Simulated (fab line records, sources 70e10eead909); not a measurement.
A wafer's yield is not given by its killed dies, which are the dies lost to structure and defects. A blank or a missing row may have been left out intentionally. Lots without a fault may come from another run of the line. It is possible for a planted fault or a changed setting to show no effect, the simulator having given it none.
2 desks looking at one fault + flow nand-harc + numbers are kept per desk, each desk with only its own; the story behind them comes last

## FROM THE METROLOGY DESK
What the gauges read, lot by lot, whatever tool the lot ran on: means of the sampled wafers that have a number. Marked OUT: a lot whose mean sits more than 4 standard deviations from the usual mean, which makes it out of limits; the brackets give that distance.
Columns: A = cd-nm at NHARC_P_GATE_CD_MEAS_11, usual 1639.9 nm
| lot  | first seen here | A      |
|------|-----------------|--------|
| L176 | day 4 11:17     | 1642.3 |
| L179 | day 5 12:25     | 1639.2 |
| L181 | day 6 08:01     | 1639.8 |
| L182 | day 6 19:18     | 1640.6 |
| L184 | day 7 16:58     | 1639.6 |
| L185 | day 8 07:59     | 1640.6 |
| L186 | day 8 14:29     | 1640.8 |
| L188 | day 9 06:00     | 1638.8 |
| L189 | day 9 18:22     | 1640.0 |
| L190 | day 10 13:35    | 1641.7 |
| L197 | day 13 06:27    | 1638.2 |
| L198 | day 13 11:13    | 1639.0 |
| L199 | day 13 20:31    | 1640.5 |
Result from this desk: across the 13 lots, nothing is out of limits.

## THE DEFECT DESK
For each lot, the counts of the inspections along the route, averaged over the sampled wafers that have a number. Marked OUT: a lot whose mean sits more than 4 standard deviations from the usual mean, which makes it out of limits; the brackets give that distance.
Columns: A = raw-defect-count at NHARC_P_STI_INSPECT_11, usual 5.7
| lot  | first seen here | A               |
|------|-----------------|-----------------|
| L176 | day 2 22:06     | 3.3             |
| L179 | day 4 02:10     | 8.3             |
| L181 | day 4 20:42     | 4.7             |
| L182 | day 5 07:27     | 7.0             |
| L184 | day 6 03:11     | 7.7             |
| L185 | day 6 15:29     | 3.0             |
| L186 | day 7 02:34     | 16.7            |
| L188 | day 7 19:10     | 5.7             |
| L189 | day 8 04:58     | 20.7 (+5.2) OUT |
| L190 | day 8 16:26     | 21.0 (+5.3) OUT |
| L197 | day 11 17:09    | 6.0             |
| L198 | day 11 23:56    | 9.7             |
| L199 | day 12 08:29    | 9.3             |
Finding of this desk: L189, L190 out of limits; the first was L189 at day 8 04:58, on raw-defect-count at NHARC_P_STI_INSPECT_11. In limits: L176, L179, L181, L182, L184, L185, L186, L188, L197, L198, L199.

## ALL TOGETHER
The defect desk could have raised an alarm at day 8 04:58, on L189, L190.
From the metrology desk's view, nothing was out of limits.
The metrology desk has L189, L190 on record, within its limits.
NHARC_P_ZERO_WELL_PRECLEAN_00 was run on wet-bench-01 by each of the lots named.

## WHAT HAD BEEN PUT IN BY THE SIMULATOR
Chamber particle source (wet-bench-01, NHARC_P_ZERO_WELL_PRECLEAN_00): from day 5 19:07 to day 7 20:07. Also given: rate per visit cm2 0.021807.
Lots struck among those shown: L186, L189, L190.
Hours from the fault's start to each desk's first reading out of limits: the defect desk, 58.
